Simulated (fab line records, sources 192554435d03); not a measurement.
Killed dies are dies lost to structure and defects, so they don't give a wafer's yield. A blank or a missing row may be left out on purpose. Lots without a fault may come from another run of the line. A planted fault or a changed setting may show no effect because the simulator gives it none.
Chamber matching | flow n5_finfet | N5_BEOL_M7_ETCH_66 on rie_diel-01: 4 sister chambers
The step etches SOC in N2/H2, target depth 80 nm, overetch 16 nm, time 120 s. 4 wafers are shown with their chamber, then 8 later ones without.

WAFERS WITH THEIR CHAMBER
wafer  | chamber | drypump_motor_current_A (A)
L093.1 | 0       | 6.7
L093.2 | 1       | 5.5
L093.3 | 3       | 5.2
L093.4 | 2       | 5.3

WAFERS WITHOUT THEIR CHAMBER
wafer  | drypump_motor_current_A (A)
L093.5 | 5.2
L093.6 | 5.3
L092.2 | 6.8
L092.3 | 5.3
L092.4 | 5.2
L094.2 | 5.3
L094.3 | 5.2
L094.5 | 5.3

WHICH CHAMBER EACH WENT THROUGH
wafer  | from the rows above | in truth
L093.5 | 3                   | 3
L093.6 | 2                   | 2
L092.2 | 0                   | 0
L092.3 | 2                   | 2
L092.4 | 3                   | 3
L094.2 | 2                   | 2
L094.3 | 3                   | 3
L094.5 | 2                   | 2
Placed correctly: 8 of 8. Can't be placed from these rows: 0. Placed wrongly: 0.
How it was worked out, from the rows above alone: a wafer's distance from a chamber is the root of the sum, over the readings, of the square of ((its reading less the chamber's mean) divided by the reading's scatter). The wafer belongs to the nearest chamber; if the next one is less than 2 further off, it can't be placed. A chamber's mean is the mean of its shown wafers. The scatter: with one shown wafer a chamber, the root of the mean of the squares of how far each hidden wafer lies from its nearest shown one.
